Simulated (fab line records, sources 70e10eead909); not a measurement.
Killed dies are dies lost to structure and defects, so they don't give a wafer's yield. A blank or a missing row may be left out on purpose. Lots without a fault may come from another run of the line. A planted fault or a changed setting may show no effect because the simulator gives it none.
fab line records | flow nand_harc
record lots=24 wafers=72 last_day=34
route steps=1302 shown A_STAIRCASE@639
lots that met no fault: from a run of the same line without faults
start_h: hours from the record's first day to the start of the lot's first wafer shown | wait_h: hours since the lot's step before | " the same as in the row above | L1.1+2: a row that stands for several wafers | - no value, or no start given | * or withheld: withheld | < > ~ a bound
route shown NAME@n: a module of which the file shows steps, and the number in the route of the first | usual: mean/standard deviation of fault-free wafers | same: alike in all rows | chamber/n: place in a boat | sites: the reading at each site | _std_site: their standard deviation | _edge_site: outer sites' mean less inner sites' | radius_mm: how far each site lies from the wafer's centre | mask NAME#n: copy n | behind: the tool/chamber that last shaped the wafer | hold: why the lot was held/for how many hours/how that ended | device: the transistor (n, p or np) that didn't switch | end of line: the same wafers' tests at the end of the route | a step without rows: its recipe alone | killed: dies lost to structure and defects at the first sort, not the wafer's yield | map: a wafer's dies, x killed, . not, _ none there
set.NAME: the setting as run; set.NAME@STEP: as run at that earlier step | model.NAME: the simulator's own value behind a step, which no gauge read
steps of the route over a sample of lots; a table a step, a row a wafer
services: from which hour (start_h, from the record's first day; less than 0 if before it) a tool's chamber was out of use, for how many hours, and why
## steps
# step NHARC_A_STAIRCASE_DEP_156
# recipe target_thk_a=500 temp_c=400 target_thk_nm=50 flow_sccm=200 rf_w=450 material=SiNx
# usual heater_power_w=754/93
# columns lot.wafer tool chamber start_h wait_h heater_power_w
L074.3 pecvd-01 2 347.68 0.2 626
L074.5 " 1 " " 675
L074.6 " 2 " " 634
L076.1 pecvd-04 0 367.34 0.1 809
L076.3 " 2 " " 788
L076.4 " 2 " " 796
L075.2 pecvd-04 2 367.79 0.3 878
L075.4 " 2 " " 874
L075.5 " 0 " " 769
L077.1 pecvd-02 0 382.95 0.1 826
L077.4 " 1 " " 658
L077.5 " 2 " " 671
L079.3 pecvd-04 0 395.90 0.1 743
L079.1 " 1 " " 819
L079.4 " 1 " " 836
L078.3 pecvd-01 1 396.10 0.1 754
L078.2 " 2 " " 605
L078.4 " 0 " " 836
L080.3 pecvd-02 0 406.16 0.1 900
L080.2 " 1 " " 719
L080.4 " 2 " " 684
L081.3 pecvd-01 2 429.46 0.1 659
L081.6 " 1 " " 746
L081.5 " 2 " " 652
L082.1 pecvd-01 0 432.99 0.1 801
L082.6 " 0 " " 810
L082.4 " 1 " " 757
L083.3 pecvd-02 1 447.83 0.1 685
L083.6 " 0 " " 904
L083.4 " 2 " " 730
L084.1 pecvd-01 0 456.93 0.1 846
L084.2 " 1 " " 713
L084.6 " 0 " " 863
L085.1 pecvd-01 1 460.65 0.2 725
L085.5 " 0 " " 815
L085.4 " 2 " " 578
L087.1 pecvd-04 1 466.31 0.1 785
L087.6 " 0 " " 794
L087.5 " 1 " " 797
L086.1 pecvd-02 0 466.44 0.1 763
L086.3 " 1 " " 748
L086.4 " 2 " " 635
L088.1 pecvd-04 0 496.17 0.1 817
L088.6 " 1 " " 841
L088.5 " 2 " " 818
L089.3 pecvd-02 2 496.18 0.1 727
L089.1 " 1 " " 701
L089.6 " 1 " " 692
L090.2 pecvd-02 0 515.05 0.1 942
L090.5 " 0 " " 905
L090.6 " 2 " " 702
L091.3 pecvd-02 1 526.70 0.1 747
L091.2 " 2 " " 720
L091.5 " 0 " " 825
L092.3 pecvd-04 0 526.73 0.1 673
L092.2 " 1 " " 937
L092.5 " 1 " " 945
L093.2 pecvd-02 1 541.28 0.1 756
L093.4 " 1 " " 777
L093.5 " 2 " " 766
L094.2 pecvd-01 2 544.95 0.1 641
L094.3 " 0 " " 843
L094.5 " 0 " " 869
L096.3 pecvd-01 1 569.10 0.1 689
L096.1 " 2 " " 630
L096.4 " 1 " " 675
L095.3 pecvd-02 0 569.12 0.1 935
L095.6 " 2 " " 679
L095.4 " 0 " " 892
L097.1 pecvd-01 1 596.84 0.1 595
L097.4 " 1 " " 590
L097.5 " 2 " " 629
# step NHARC_A_STAIRCASE_TRIM_12
# recipe time_s=211.2 o2_flow_sccm=500 ar_flow_sccm=0 bias_w=0 chemistry=O2
# usual drypump_motor_current_A=5.8/0.34 oes_product_au=0.999/0.011 rf_vpp_V=57.7/0.94 showerhead_plenum_p_Torr=3.50/0.12 throttle_valve_pct=17.036/0.0091
# columns lot.wafer tool chamber start_h wait_h drypump_motor_current_A oes_product_au rf_hours_counter_h rf_vpp_V showerhead_plenum_p_Torr throttle_valve_pct
L074.3 rie_diel-08 3 350.54 0.1 6.4 0.985 49 58.6 3.67 17.020
L074.6 " 2 " " 5.9 0.977 - 57.3 3.63 17.028
L074.5 " 3 " " 6.4 0.994 - 58.3 3.67 17.041
L076.4 rie_diel-07 3 370.36 0.1 4.9 1.000 25 58.8 3.37 17.022
L076.1 " 0 " " 5.8 0.988 23 58.2 3.49 17.044
L076.3 " 1 " " 6.3 1.002 23 56.9 3.40 17.032
L075.2 rie_diel-12 3 370.70 0.1 6.0 0.993 28 57.2 3.62 17.038
L075.4 " 3 " " 6.0 1.002 - 57.5 3.62 17.028
L075.5 " 2 " " 5.9 0.998 - 59.0 3.62 17.052
L077.1 rie_diel-07 2 385.69 0.1 6.0 1.009 30 57.8 3.51 17.035
L077.4 " 1 " " 6.3 0.998 - 55.7 3.40 17.030
L077.5 " 2 " " 5.9 1.016 - 58.8 3.51 17.045
L079.1 rie_diel-08 2 398.84 0.1 5.9 0.989 6 56.3 3.62 17.045
L079.4 " 3 " " 6.3 1.006 5 57.5 3.67 17.030
L079.3 " 0 " " 5.8 0.987 7 55.1 3.29 17.041
L078.2 rie_diel-07 2 399.02 0.1 6.0 1.029 34 57.6 3.51 17.037
L078.3 " 3 " " 4.9 1.003 34 57.4 3.37 17.033
L078.4 " 3 " " 4.9 0.994 - 58.6 3.37 17.046
L080.3 rie_diel-08 0 408.93 0.1 5.8 0.975 14 58.1 3.29 17.033
L080.2 " 2 " " 6.0 0.988 10 57.6 3.62 17.043
L080.4 " 3 " " 6.4 0.998 11 57.5 3.66 17.026
L081.3 rie_diel-08 3 432.21 0.1 6.4 1.015 17 57.3 3.66 17.037
L081.6 " 1 " " 5.5 1.017 - 58.7 3.41 17.037
L081.5 " 2 " " 5.9 0.998 - 57.0 3.62 17.034
L082.4 rie_diel-08 2 435.66 0.1 6.0 1.005 17 57.8 3.62 17.051
L082.1 " 3 " " 6.4 1.000 18 58.2 3.66 17.032
L082.6 " 1 " " 5.4 1.015 - 56.8 3.41 17.031
L083.3 rie_diel-08 3 450.83 0.1 6.4 1.009 23 57.4 3.66 17.026
L083.4 " 1 " " 5.5 1.017 27 57.8 3.40 17.037
L083.6 " 3 " " 6.4 1.010 - 59.2 3.66 17.039
L084.2 rie_diel-12 3 459.86 0.1 6.0 0.981 2 57.1 3.61 17.029
L084.1 " 1 " " 5.6 0.975 2 59.8 3.40 17.035
L084.6 " 0 " " 5.8 1.008 - 57.6 3.44 17.033
L085.4 rie_diel-12 2 463.84 0.3 5.9 0.993 2 57.2 3.60 17.031
L085.1 " 0 " " 5.8 1.018 3 56.9 3.44 17.061
L085.5 " 2 " " 5.8 0.985 - 58.0 3.60 17.047
L087.1 rie_diel-07 3 469.17 0.1 4.9 0.998 59 58.5 3.36 17.037
L087.5 " 3 " " 4.9 0.998 - 57.0 3.36 17.044
L087.6 " 0 " " 5.8 1.003 - 58.0 3.48 17.032
L086.4 rie_diel-08 2 469.39 0.1 6.0 0.998 29 59.3 3.61 17.042
L086.3 " 0 " " 5.8 0.987 32 56.7 3.28 17.048
L086.1 " 1 " " 5.5 1.005 34 58.1 3.40 17.050
L088.1 rie_diel-08 1 499.11 0.1 5.5 1.000 43 57.6 3.39 17.021
L088.5 " 2 " " 5.9 0.987 - 57.1 3.60 17.041
L088.6 " 3 " " 6.4 1.004 - 57.0 3.65 17.030
L089.1 rie_diel-12 3 499.24 0.1 6.0 0.990 14 58.8 3.60 17.043
L089.3 " 1 " " 5.6 0.984 21 57.7 3.39 17.056
L089.6 " 2 " " 5.8 0.996 - 59.7 3.60 17.033
L090.2 rie_diel-12 2 518.00 0.1 5.8 0.996 22 57.4 3.59 17.025
L090.5 " 1 " " 5.6 0.991 - 58.8 3.39 17.024
L090.6 " 2 " " 5.8 0.996 - 57.7 3.59 17.049
L091.2 rie_diel-12 0 529.73 0.1 5.8 1.001 28 56.0 3.43 17.042
L091.3 " 1 " " 5.6 0.988 29 57.5 3.39 17.029
L091.5 " 0 " " 5.8 0.994 - 56.2 3.43 17.047
L092.2 rie_diel-08 3 529.90 0.1 6.4 1.005 45 58.6 3.64 17.035
L092.3 " 1 " " 5.5 0.994 52 57.5 3.39 17.034
L092.5 " 3 " " 6.4 1.008 - 57.7 3.64 17.036
L093.2 rie_diel-12 1 543.94 0.1 5.6 1.000 36 57.0 3.39 17.045
L093.4 " 3 " " 6.0 0.984 29 58.2 3.59 17.034
L093.5 " 1 " " 5.6 0.996 - 56.6 3.39 17.042
L094.3 rie_diel-12 3 552.36 0.1 6.0 0.997 35 58.1 3.59 17.020
L094.2 " 0 " " 5.8 0.993 41 58.0 3.42 17.035
L094.5 " 1 " " 5.6 1.002 - 57.6 3.39 17.051
L096.3 rie_diel-12 0 571.86 0.1 5.8 1.000 47 57.5 3.42 17.027
L096.4 " 1 " " 5.6 1.002 43 57.6 3.38 17.032
L096.1 " 2 " " 5.8 1.014 40 58.4 3.58 17.036
L095.4 rie_diel-12 2 572.20 0.1 5.8 1.004 40 55.9 3.58 17.028
L095.3 " 0 " " 5.8 1.001 48 56.4 3.42 17.045
L095.6 " 2 " " 5.9 1.009 - 57.5 3.58 17.035
L097.1 rie_diel-12 2 599.60 0.1 5.8 1.011 43 58.1 3.58 17.029
L097.4 " 0 " " 5.8 1.003 53 58.0 3.42 17.042
L097.5 " 2 " " 5.9 1.010 - 59.3 3.58 17.035
# step NHARC_A_STAIRCASE_TRIM_22
# recipe time_s=211.2 o2_flow_sccm=500 ar_flow_sccm=0 bias_w=0 chemistry=O2
# usual drypump_motor_current_A=5.8/0.41 oes_product_au=0.999/0.011 rf_vpp_V=57.7/0.83 showerhead_plenum_p_Torr=3.47/0.1 throttle_valve_pct=17.036/0.0091
# columns lot.wafer tool chamber start_h wait_h drypump_motor_current_A oes_product_au rf_hours_counter_h rf_vpp_V showerhead_plenum_p_Torr throttle_valve_pct
L074.3 rie_diel-12 0 - - 5.8 0.979 17 56.9 3.46 17.051
L074.6 " 0 " " 5.8 0.979 - 56.7 3.46 17.040
L074.5 " 1 " " 5.6 0.992 - 58.0 3.42 17.038
L076.4 rie_diel-07 3 - - 4.9 1.000 25 57.2 3.37 17.029
L076.3 " 0 " " 5.8 0.978 23 56.6 3.49 17.024
L076.1 " 2 " " 5.9 1.015 26 60.5 3.51 17.029
L075.2 rie_diel-12 0 - - 5.8 0.985 21 58.0 3.46 17.047
L075.4 " 2 " " 5.9 1.004 26 58.3 3.62 17.049
L075.5 " 0 " " 5.8 0.986 - 59.3 3.46 17.047
L077.1 rie_diel-07 2 - - 6.0 1.021 31 58.3 3.51 17.035
L077.4 " 2 " " 6.0 1.019 - 57.8 3.51 17.022
L077.5 " 3 " " 4.8 1.013 - 57.1 3.37 17.038
L079.3 rie_diel-08 1 - - 5.5 1.018 9 57.2 3.41 17.031
L079.4 " 3 " " 6.4 1.006 6 58.3 3.67 17.027
L079.1 " 0 " " 5.8 0.995 8 57.8 3.29 17.050
L078.3 rie_diel-07 3 - - 4.9 1.004 34 57.5 3.37 17.055
L078.2 " 1 " " 6.3 1.007 32 57.8 3.39 17.043
L078.4 " 2 " " 5.9 1.025 - 59.3 3.51 17.042
L080.2 rie_diel-12 2 - - 5.9 0.991 40 59.2 3.61 17.031
L080.4 " 0 " " 5.8 0.990 37 57.7 3.45 17.052
L080.3 " 1 " " 5.6 0.987 44 56.2 3.41 17.029
L081.3 rie_diel-08 3 - - 6.4 0.996 17 58.7 3.66 17.037
L081.6 " 3 " " 6.4 1.006 - 58.3 3.66 17.040
L081.5 " 1 " " 5.5 1.023 - 58.6 3.41 17.027
L082.1 rie_diel-08 3 - - 6.4 1.016 18 58.5 3.66 17.038
L082.4 " 1 " " 5.5 1.017 20 56.8 3.41 17.042
L082.6 " 0 " " 5.8 1.000 - 57.4 3.29 17.046
L083.4 rie_diel-07 2 - - 6.0 1.006 46 56.9 3.50 17.045
L083.3 " 1 " " 6.3 0.990 49 58.4 3.38 17.029
L083.6 " 3 " " 4.9 0.996 - 57.6 3.36 17.036
L084.2 rie_diel-12 1 - - 5.6 0.982 2 57.6 3.40 17.034
L084.1 " 3 " " 6.0 0.987 3 59.2 3.61 17.035
L084.6 " 2 " " 5.8 0.990 - 57.7 3.61 17.034
L085.1 rie_diel-07 1 - - 6.3 1.002 53 59.0 3.38 17.042
L085.4 " 2 " " 5.9 1.017 50 56.9 3.50 17.038
L085.5 " 1 " " 6.3 1.004 - 58.0 3.38 17.032
L087.1 rie_diel-07 3 - - 4.9 0.993 59 57.9 3.36 17.018
L087.6 " 0 " " 5.8 0.990 - 57.6 3.47 17.025
L087.5 " 1 " " 6.3 1.005 - 57.4 3.38 17.036
L086.1 rie_diel-12 3 - - 6.0 0.987 6 58.2 3.61 17.037
L086.3 " 1 " " 5.6 0.976 6 57.4 3.40 17.030
L086.4 " 2 " " 5.8 0.985 4 58.2 3.60 17.049
L088.1 rie_diel-08 1 - - 5.5 1.010 44 59.3 3.39 17.035
L088.6 " 1 " " 5.5 1.015 - 58.2 3.39 17.034
L088.5 " 2 " " 5.9 1.003 - 58.3 3.60 17.034
L089.3 rie_diel-12 2 - - 5.9 0.996 15 57.4 3.60 17.038
L089.1 " 0 " " 5.8 1.014 20 58.1 3.43 17.018
L089.6 " 2 " " 5.9 0.997 - 57.7 3.60 17.055
L090.2 rie_diel-07 1 - - 6.3 1.002 9 57.0 3.38 17.036
L090.6 " 2 " " 6.0 0.998 - 57.0 3.49 17.051
L090.5 " 3 " " 4.8 0.989 - 57.8 3.35 17.028
L092.2 rie_diel-07 3 - - 4.9 0.984 13 56.9 3.35 17.039
L092.3 " 0 " " 5.8 0.992 11 56.9 3.47 17.041
L092.5 " 1 " " 6.3 1.014 - 59.3 3.38 17.025
L091.3 rie_diel-12 1 - - 5.6 1.003 30 56.8 3.39 17.020
L091.2 " 3 " " 6.1 0.992 25 58.5 3.59 17.048
L091.5 " 1 " " 5.6 0.991 - 57.6 3.39 17.036
L093.2 rie_diel-07 3 - - 4.9 0.990 18 58.3 3.35 17.041
L093.4 " 0 " " 5.9 0.992 15 57.9 3.47 17.035
L093.5 " 0 " " 5.9 0.997 - 57.6 3.47 17.040
L094.2 rie_diel-12 1 - - 5.6 0.991 38 57.1 3.39 17.046
L094.3 " 2 " " 5.9 1.009 36 56.8 3.59 17.049
L094.5 " 2 " " 5.9 1.001 - 58.9 3.59 17.035
L096.3 rie_diel-07 1 - - 6.3 1.011 28 56.7 3.37 17.030
L096.4 " 2 " " 6.0 1.000 30 57.5 3.48 17.029
L096.1 " 3 " " 4.8 0.984 32 57.4 3.34 17.040
L095.3 rie_diel-07 3 - - 4.8 0.984 32 56.1 3.34 17.041
L095.4 " 1 " " 6.3 1.015 28 58.2 3.37 17.040
L095.6 " 3 " " 4.9 0.993 - 57.8 3.34 17.052
L097.1 rie_diel-12 3 - - 6.0 0.981 48 58.8 3.58 17.029
L097.4 " 2 " " 5.9 0.998 44 57.8 3.58 17.031
L097.5 " 3 " " 6.1 0.981 - 57.6 3.58 17.049
# step NHARC_A_STAIRCASE_STRIP_205
# recipe power_w=1500 temp_c=250 chemistry=O2
# usual drypump_motor_current_A=6.0/0.49 heater_power_w=350/34
# columns lot.wafer tool chamber start_h wait_h drypump_motor_current_A heater_power_w rf_hours_counter_h
L074.3 plasma_asher-02 0 356.98 0.2 5.4 387 -
L074.5 " 1 " " 5.7 389 -
L074.6 " 0 " " 5.4 388 -
L076.1 plasma_asher-01 1 376.96 0.1 5.8 328 5
L076.3 " 1 " " 5.8 329 -
L076.4 " 0 " " 6.6 318 -
L075.2 plasma_asher-01 0 377.33 0.1 6.7 327 5
L075.4 " 1 " " 5.8 322 -
L075.5 " 0 " " 6.7 332 -
L077.1 plasma_asher-02 0 392.01 0.3 5.3 385 27
L077.4 " 0 " " 5.3 379 -
L077.5 " 1 " " 5.7 386 -
L078.2 plasma_asher-02 0 409.30 0.1 5.4 382 31
L078.4 " 1 " " 5.7 390 -
L078.3 " 0 " " 5.3 374 -
L079.1 plasma_asher-01 0 409.62 0.1 6.7 331 14
L079.4 " 1 " " 5.8 333 -
L079.3 " 0 " " 6.6 318 -
L080.2 plasma_asher-01 1 414.64 0.1 5.8 331 15
L080.4 " 1 " " 5.8 327 -
L080.3 " 0 " " 6.7 316 -
L081.3 plasma_asher-02 1 438.91 0.2 5.7 399 -
L081.6 " 0 " " 5.4 404 -
L081.5 " 1 " " 5.7 404 -
L082.1 plasma_asher-01 0 441.56 0.1 6.6 329 20
L082.4 " 1 " " 5.8 320 -
L082.6 " 0 " " 6.7 322 -
L083.4 plasma_asher-01 1 457.18 0.2 5.8 319 -
L083.3 " 0 " " 6.7 331 -
L083.6 " 0 " " 6.7 327 -
L084.2 plasma_asher-02 0 465.92 0.1 5.4 398 7
L084.1 " 1 " " 5.7 406 7
L084.6 " 0 " " 5.4 390 -
L085.1 plasma_asher-01 0 469.63 0.1 6.7 326 27
L085.4 " 1 " " 5.8 327 -
L085.5 " 1 " " 5.8 321 -
L087.1 plasma_asher-01 0 479.14 0.4 6.7 318 29
L087.5 " 1 " " 5.8 327 -
L087.6 " 0 " " 6.6 331 -
L086.1 plasma_asher-02 0 479.31 0.1 5.3 392 9
L086.4 " 1 " " 5.7 387 -
L086.3 " 0 " " 5.4 396 -
L088.1 plasma_asher-01 0 505.32 0.1 6.6 326 34
L088.6 " 0 " " 6.7 320 -
L088.5 " 1 " " 5.8 335 -
L089.1 plasma_asher-01 1 506.42 0.1 5.8 331 34
L089.3 " 1 " " 5.8 336 -
L089.6 " 1 " " 5.8 331 -
L090.2 plasma_asher-02 1 523.88 0.1 5.7 403 18
L090.6 " 0 " " 5.4 385 -
L090.5 " 1 " " 5.7 389 -
L091.2 plasma_asher-01 1 537.96 0.1 5.8 316 2
L091.3 " 1 " " 5.8 325 -
L091.5 " 0 " " 6.7 309 -
L092.2 plasma_asher-01 0 538.34 0.1 6.6 322 2
L092.3 " 1 " " 5.8 316 -
L092.5 " 1 " " 5.8 317 -
L093.2 plasma_asher-02 0 553.10 0.1 5.4 395 25
L093.4 " 0 " " 5.3 394 -
L093.5 " 0 " " 5.4 397 -
L094.2 plasma_asher-01 1 559.19 0.1 5.8 323 6
L094.3 " 0 " " 6.7 317 -
L094.5 " 1 " " 5.8 326 -
L096.1 plasma_asher-01 1 578.09 0.1 5.8 326 9
L096.4 " 1 " " 5.8 328 -
L096.3 " 0 " " 6.6 321 -
L095.3 plasma_asher-02 1 578.37 0.2 5.7 406 -
L095.4 " 0 " " 5.3 402 -
L095.6 " 0 " " 5.3 402 -
L097.1 plasma_asher-01 1 606.46 0.1 5.8 327 16
L097.4 " 1 " " 5.8 320 -
L097.5 " 0 " " 6.7 319 -
# step NHARC_A_STAIRCASE_DESCUM_219
# recipe time_s=3 o2_flow_sccm=200 ar_flow_sccm=0 bias_power_w=0 chemistry=O2
# usual drypump_motor_current_A=5.7/0.41 oes_product_au=1.000/0.012 rf_vpp_V=57.7/0.93 showerhead_plenum_p_Torr=1.88/0.061 throttle_valve_pct=11.312/0.0088
# columns lot.wafer tool chamber start_h wait_h drypump_motor_current_A oes_product_au rf_hours_counter_h rf_vpp_V showerhead_plenum_p_Torr throttle_valve_pct
L074.3 rie_diel-12 3 358.26 - 6.0 0.998 25 57.8 1.97 11.309
L074.6 " 0 " " 5.8 0.995 - 57.3 1.87 11.291
L074.5 " 1 " " 5.6 0.981 - 58.0 1.85 11.319
L076.1 rie_diel-07 2 378.57 - 5.9 1.010 29 58.5 1.90 11.303
L076.3 " 3 " " 4.9 1.005 28 56.0 1.82 11.313
L076.4 " 2 " " 5.9 1.021 - 57.4 1.90 11.305
L075.4 rie_diel-12 0 378.79 - 5.8 0.989 24 57.3 1.87 11.306
L075.2 " 2 " " 5.8 0.992 28 58.8 1.96 11.314
L075.5 " 0 " " 5.8 0.991 - 57.2 1.87 11.311
L077.1 rie_diel-07 1 393.49 - 6.2 1.003 30 58.3 1.84 11.326
L077.4 " 3 " " 4.8 0.997 - 57.1 1.82 11.311
L077.5 " 1 " " 6.2 0.992 - 59.2 1.84 11.293
L078.3 rie_diel-12 1 410.78 - 5.6 0.991 44 59.2 1.85 11.299
L078.4 " 3 " " 6.0 1.008 45 58.1 1.96 11.311
L078.2 " 0 " " 5.8 0.992 38 57.8 1.87 11.305
L079.1 rie_diel-12 0 411.09 - 5.8 0.995 38 56.6 1.87 11.320
L079.3 " 1 " " 5.6 0.998 45 58.0 1.85 11.307
L079.4 " 2 " " 5.8 1.004 40 59.6 1.96 11.307
L080.2 rie_diel-07 2 416.16 - 6.0 1.026 41 57.5 1.90 11.306
L080.4 " 3 " " 4.9 1.000 41 56.6 1.82 11.311
L080.3 " 1 " " 6.3 1.008 38 57.7 1.83 11.316
L081.3 rie_diel-12 3 440.31 - 6.0 1.001 51 59.0 1.96 11.325
L081.6 " 0 " " 5.8 1.008 - 58.5 1.87 11.322
L081.5 " 1 " " 5.6 0.991 - 58.5 1.84 11.305
L082.1 rie_diel-08 1 443.07 - 5.5 1.019 21 57.0 1.84 11.311
L082.4 " 2 " " 5.9 1.009 18 57.7 1.96 11.316
L082.6 " 2 " " 6.0 1.001 - 58.8 1.96 11.313
L083.3 rie_diel-12 3 459.26 - 6.0 0.983 1 57.4 1.96 11.324
L083.4 " 1 " " 5.6 0.979 1 59.6 1.84 11.324
L083.6 " 2 " " 5.9 0.981 - 58.9 1.96 11.308
L084.2 rie_diel-12 0 467.42 - 5.8 0.998 5 58.9 1.86 11.317
L084.1 " 1 " " 5.6 0.974 5 59.1 1.84 11.318
L084.6 " 1 " " 5.6 0.970 - 59.1 1.84 11.324
L085.4 rie_diel-07 0 471.15 - 5.8 0.988 47 58.1 1.88 11.306
L085.1 " 2 " " 5.9 1.014 53 56.9 1.90 11.312
L085.5 " 3 " " 4.9 0.995 - 57.6 1.81 11.316
L087.1 rie_diel-07 0 480.61 - 5.8 1.001 0 56.1 1.88 11.314
L087.6 " 3 " " 4.9 0.988 - 56.8 1.81 11.318
L087.5 " 0 " " 5.8 0.998 - 56.6 1.88 11.315
L086.1 rie_diel-08 0 480.79 - 5.8 1.000 39 56.7 1.77 11.307
L086.4 " 2 " " 5.9 1.000 35 58.0 1.96 11.303
L086.3 " 3 " " 6.4 1.004 36 58.1 1.98 11.309
L088.1 rie_diel-07 2 506.84 - 6.0 0.998 6 57.1 1.89 11.318
L088.5 " 1 " " 6.3 1.019 - 57.6 1.83 11.318
L088.6 " 2 " " 5.9 1.000 - 58.2 1.89 11.331
L089.3 rie_diel-07 3 507.88 - 4.9 0.991 6 57.5 1.81 11.316
L089.1 " 2 " " 5.9 0.998 6 57.4 1.89 11.324
L089.6 " 0 " " 5.8 1.010 - 58.6 1.88 11.323
L090.2 rie_diel-07 0 525.23 - 5.8 0.995 10 57.0 1.88 11.325
L090.5 " 3 " " 4.9 0.995 - 57.1 1.81 11.319
L090.6 " 0 " " 5.8 0.998 - 57.7 1.88 11.302
L091.2 rie_diel-07 1 539.40 - 6.3 1.026 14 57.0 1.82 11.315
L091.3 " 2 " " 5.9 1.001 16 57.1 1.89 11.331
L091.5 " 3 " " 4.9 0.983 - 57.7 1.81 11.310
L092.2 rie_diel-08 1 539.86 - 5.4 1.009 55 57.3 1.83 11.312
L092.3 " 3 " " 6.4 1.004 50 57.8 1.98 11.300
L092.5 " 1 " " 5.5 1.016 - 58.3 1.83 11.320
L093.2 rie_diel-12 2 554.45 - 5.8 1.008 36 57.9 1.95 11.314
L093.4 " 3 " " 6.1 0.987 36 56.7 1.95 11.305
L093.5 " 1 " " 5.6 0.996 - 57.9 1.83 11.323
L094.2 rie_diel-07 1 560.67 - 6.3 1.027 24 56.8 1.82 11.314
L094.3 " 2 " " 5.9 1.008 26 57.6 1.89 11.312
L094.5 " 1 " " 6.3 1.014 - 58.0 1.82 11.304
L096.4 rie_diel-08 3 579.61 - 6.4 0.998 7 58.2 1.98 11.302
L096.3 " 1 " " 5.4 1.026 10 57.8 1.83 11.304
L096.1 " 2 " " 5.9 1.003 8 58.1 1.95 11.305
L095.4 rie_diel-12 0 579.78 - 5.8 1.008 50 56.0 1.85 11.324
L095.3 " 1 " " 5.6 0.989 45 55.3 1.83 11.308
L095.6 " 1 " " 5.6 0.988 - 57.4 1.83 11.313
L097.4 rie_diel-07 0 608.00 - 5.8 1.002 42 57.2 1.87 11.301
L097.1 " 2 " " 5.9 1.001 40 56.6 1.88 11.314
L097.5 " 0 " " 5.8 1.006 - 56.5 1.87 11.303
# step NHARC_A_STAIRCASE_ETCH_227
# recipe target_depth_a=1000 time_s=40.5 ion_energy_ev=400 c4f8_flow_sccm=20 o2_flow_sccm=10 ar_flow_sccm=withheld rf_w=600 bias_w=1000 chemistry=C4F8/O2
# usual oes_product_au=0.942/0.011 rf_vpp_V=894/4
# columns lot.wafer tool chamber start_h wait_h oes_product_au rf_hours_counter_h rf_vpp_V
L074.3 rie_diel-12 3 - - 0.948 26 898
L074.5 " 1 " " 0.934 - 893
L074.6 " 2 " " 0.946 - 898
L076.4 rie_diel-07 3 - - 0.957 29 889
L076.1 " 0 " " 0.929 25 894
L076.3 " 1 " " 0.938 26 891
L075.4 rie_diel-12 2 - - 0.938 29 900
L075.2 " 3 " " 0.959 32 899
L075.5 " 2 " " 0.942 - 899
L077.1 rie_diel-07 3 - - 0.941 33 890
L077.5 " 2 " " 0.980 - 896
L077.4 " 3 " " 0.947 - 891
L078.4 rie_diel-12 0 - - 0.925 38 895
L078.2 " 1 " " 0.946 45 892
L078.3 " 3 " " 0.935 45 899
L079.1 rie_diel-12 0 - - 0.917 38 894
L079.4 " 1 " " 0.924 45 891
L079.3 " 2 " " 0.939 41 899
L080.4 rie_diel-07 0 - - 0.941 28 893
L080.2 " 2 " " 0.953 42 894
L080.3 " 3 " " 0.936 41 890
L081.3 rie_diel-12 0 - - 0.944 47 892
L081.5 " 2 " " 0.938 - 898
L081.6 " 3 " " 0.938 - 898
L082.4 rie_diel-08 2 - - 0.948 18 899
L082.1 " 0 " " 0.938 22 887
L082.6 " 3 " " 0.946 - 902
L083.4 rie_diel-12 3 - - 0.937 2 898
L083.3 " 0 " " 0.957 2 892
L083.6 " 3 " " 0.924 - 899
L084.2 rie_diel-12 0 - - 0.941 5 894
L084.1 " 1 " " 0.911 5 893
L084.6 " 3 " " 0.940 - 898
L085.4 rie_diel-08 0 - - 0.942 33 886
L085.1 " 1 " " 0.957 36 890
L085.5 " 1 " " 0.960 - 891
L087.1 rie_diel-07 3 - - 0.926 0 890
L087.6 " 0 " " 0.941 - 895
L087.5 " 1 " " 0.956 - 891
L086.3 rie_diel-08 1 - - 0.943 40 892
L086.1 " 2 " " 0.947 36 899
L086.4 " 2 " " 0.944 - 900
L088.1 rie_diel-07 2 - - 0.936 6 895
L088.5 " 0 " " 0.939 - 894
L088.6 " 1 " " 0.964 - 891
L089.3 rie_diel-07 2 - - 0.941 6 894
L089.1 " 0 " " 0.940 7 894
L089.6 " 2 " " 0.937 - 894
L090.2 rie_diel-07 0 - - 0.952 11 893
L090.6 " 0 " " 0.948 - 894
L090.5 " 1 " " 0.946 - 890
L091.3 rie_diel-07 3 - - 0.929 17 889
L091.2 " 0 " " 0.940 14 895
L091.5 " 2 " " 0.943 - 895
L092.3 rie_diel-08 0 - - 0.943 52 886
L092.2 " 1 " " 0.961 55 889
L092.5 " 3 " " 0.945 - 899
L093.2 rie_diel-12 3 - - 0.936 37 898
L093.4 " 2 " " 0.934 37 898
L093.5 " 0 " " 0.932 - 894
L094.3 rie_diel-07 3 - - 0.917 30 890
L094.2 " 1 " " 0.946 24 891
L094.5 " 3 " " 0.929 - 888
L096.3 rie_diel-08 2 - - 0.932 8 899
L096.1 " 3 " " 0.948 7 900
L096.4 " 1 " " 0.948 11 888
L095.3 rie_diel-12 2 - - 0.939 43 897
L095.4 " 0 " " 0.953 50 892
L095.6 " 2 " " 0.943 - 899
L097.4 rie_diel-07 3 - - 0.937 44 890
L097.1 " 1 " " 0.952 39 891
L097.5 " 3 " " 0.942 - 888
## services
# columns tool chamber start_h hours kind
rie_diel-08 2 342.26 1.4 repair
plasma_asher-01 - 342.26 9.0 pm
pecvd-01 0 345.68 12.7 repair
rie_diel-07 3 347.17 4.9 repair
pecvd-02 - 367.17 1.8 repair
rie_diel-08 - 367.88 9.0 pm
plasma_asher-02 - 376.64 5.6 repair
rie_diel-07 0 385.23 18.2 repair
pecvd-02 2 390.74 9.9 repair
pecvd-02 - 410.66 13.0 pm
plasma_asher-01 - 413.87 0.7 repair
plasma_asher-02 - 426.41 9.0 pm
rie_diel-08 0 431.78 2.8 repair
rie_diel-12 - 447.46 9.0 pm
plasma_asher-02 - 452.88 1.6 repair
rie_diel-08 0 481.63 3.7 repair
rie_diel-08 - 488.25 0.8 repair
pecvd-01 - 492.27 13.0 pm
plasma_asher-01 - 519.26 9.0 pm
rie_diel-12 1 544.04 2.3 repair
rie_diel-08 - 544.88 9.0 pm
rie_diel-12 2 582.04 17.2 repair
rie_diel-08 3 590.36 5.6 repair
pecvd-02 - 591.66 13.0 pm
## key
fault none
